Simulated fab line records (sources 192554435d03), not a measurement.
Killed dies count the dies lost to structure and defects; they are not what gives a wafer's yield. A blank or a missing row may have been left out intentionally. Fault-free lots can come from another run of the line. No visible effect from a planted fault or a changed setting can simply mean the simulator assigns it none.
A lot that was struck, set against a sound lot -- flow n5Finfet -- 37 steps out of a route of 1938
Sound: the wafers L158.3, L158.4, L158.5. The struck wafers were L146.3, L146.4, L146.5. At the end, the cause is stated.
Order at every step that has rows: each side's tool, ch and its chambers, its first start. Under that, the readings that differ: sound wafers -- struck wafers -- difference of the means -- sigmas: that difference in standard deviations of wafers without a fault.
alike: words and numbers the same on both sides, and readings whose means are apart by under 2 such deviations; not compared: readings that were withheld, readings missing a value for some wafer, numbers with overlapping values and no deviation given by the record, and bounds like >300 which may hide the same value.
The two part at a step that has a row with sigmas, a row that says differs or no value, or rows on one side only. Non-overlapping numbers with no deviation appear without sigmas and do not part them. A reading that every wafer of one side lacks parts them only if that side has two wafers or more.

first, 11 steps without rows for these wafers: N5_BEOL_M9_PRECLEAN_42 (cleans in residue remover, time 60 s); N5_BEOL_M9_SRD_43 (time 30 s); N5_BEOL_M9_CURE_72 (cures SiCOH lowk, time 120 s); N5_BEOL_M9_DEGAS_44 (time 60 s); N5_BEOL_M9_PRE_CLEAN_45 (time 30 s); N5_BEOL_M9_ALD_74 (deposits TaN, target thk 2 nm, pulse time 2 s, purge time 3 s); N5_BEOL_M9_SURFACE_TREAT_79; N5_BEOL_M9_CVD_78 (deposits Co from CCTBA/H2, target thk 2 nm, time 138.9 s); N5_BEOL_M9_SPUTTER_48 (material Cu, target thk 12 nm, time 2 s); N5_BEOL_M9_ECD_50 (material Cu, target thk 318 nm); N5_BEOL_M9_ANNEAL_51 (time 90 s).
N5_BEOL_M9_CMP_52: polishes, stops on SiCOH lowk, t overpolish 7 s, target thk 140 nm.
  sound on cmp-04 ch 0,3, day 15 12:50; struck on cmp-02 ch 0,1, day 12 02:06
  alike: barrierFieldEndpointS, clearingPlatenDownForcePsi, motorCurrentA, overpolishRunS, slurryFlowMlMin, timeToEndpointS
  not compared: padLifeWafers
then, 2 steps without rows for these wafers: N5_BEOL_M9_PRE_CLEAN_55 (time 15 s); N5_BEOL_M9_DEP_56 (deposits SiCN from 3MS/NH3, target thk 15 nm, time 26.5 s).
N5_BEOL_M9_INSPECT_58: inspects for defects (darkfield).
  sound on defectInspect-01 at day 15 13:18; struck on defectInspect-02 at day 12 02:34
reading,sound,struck,difference,sigmas
rawDefectCount,46 58 49,445 523 437,+417,+17
then, 12 steps without rows for these wafers: N5_BEOL_M10_ILD_DEP_00 (deposits SiCOH lowk from DEMS/porogen, target thk 308.51 nm, time 58 s); N5_BEOL_M10_CURE_71 (cures SiCOH lowk, time 240 s); N5_BEOL_M10_PECVD_70 (deposits SiO2 from TEOS/O2, target thk 20 nm, time 22.7 s); N5_BEOL_M10_HM_DEP_02 (deposits TiN, target thk 20 nm); N5_BEOL_M10_COAT_59 (time 60 s, resist thk 100 nm); N5_BEOL_M10_COAT_60 (time 60 s, resist thk 30 nm); N5_BEOL_M10_COAT_05 (resist thk 90 nm); N5_BEOL_M10_EBR_07; N5_BEOL_M10_SOFTBAKE_06 (time 60 s); N5_BEOL_M10_EXPOSE_08 (exposes mask M10); N5_BEOL_M10_PEB_09 (peb time 60 s); N5_BEOL_M10_DEVELOP_10 (develop time 30 s).
N5_BEOL_M10_INSPECT_13: inspects for defects (brightfield).
  sound on defectInspect-01 at day 15 16:58; struck on defectInspect-02 at day 12 04:08
reading,sound,struck,difference,sigmas
rawDefectCount,329 407 363,798 934 777,+470,+5
then, 7 steps without rows for these wafers: N5_BEOL_M10_DESCUM_16 (chemistry O2, time 7.9 s); N5_BEOL_M10_ETCH_61 (etches SiARC in CF4, target depth 39 nm, time 65 s); N5_BEOL_M10_ETCH_62 (etches SOC in N2/H2, target depth 110 nm, overetch 22 nm, time 165 s); N5_BEOL_M10_STRIP_68 (strips in N2/H2); N5_BEOL_M10_STRIP_67 (strips in CF4); N5_BEOL_M10_HM_OPEN_17 (chemistry Cl2/BCl3, target TiN, target depth 20 nm, overetch 6 nm); N5_BEOL_M10_STRIP_19 (strips in O2).
N5_BEOL_M10_INSPECT_30: inspects for defects (brightfield).
  sound on defectInspect-02 at day 15 19:20; struck on defectInspect-02 at day 12 06:59
reading,sound,struck,difference,sigmas
rawDefectCount,315 406 346,801 914 814,+487,+5
-- here the record skips 2 days between the struck wafers' starts before and after, leaving off in module BEOL_M10 and picking up in module PASSIVATION (first step shown: number 1936 of the route) --
N5_PASSIVATION_PROBE_49:
  sound on prober-02 at day 18 01:44; struck on prober-02 at day 14 18:27
reading,sound,struck,difference,sigmas
defectLimitedYield (%),88.9 92.4 89.2,67.0 68.1 69.7,-21.9,-16
killed_at_M0_to_M3,78 42 66,25 20 26,-38,-3
killed_at_M4_up,11 13 10,276 298 287,+276,+48
killedDies,131 90 127,389 376 358,+258,+15
killedOnRim,21 9 20,41 50 43,+28,+7
sort_bin_5_function (%),6.1 4.6 6.1,19.8 20.3 19.4,+14.2,+15
sort_bin_6_memory (%),4.4 3.0 4.2,11.8 9.6 9.0,+6.3,+10
sort_bin_8_speed (%),0 0 0,0.25 0 0,+0.08,+3
sortNPass,1049 1090 1053,788 804 822,-259,-15
sortYieldPct (%),88.9 92.4 89.2,66.8 68.1 69.7,-22.0,-16
  alike: killedAtContacts, killedAtFrontEnd, killedAtOther, killedOpen, killedShort

## WHERE THEY PART
At N5_BEOL_M9_INSPECT_58 first; at N5_PASSIVATION_PROBE_49 last (within this record only).

WHY: the cause the simulator had injected
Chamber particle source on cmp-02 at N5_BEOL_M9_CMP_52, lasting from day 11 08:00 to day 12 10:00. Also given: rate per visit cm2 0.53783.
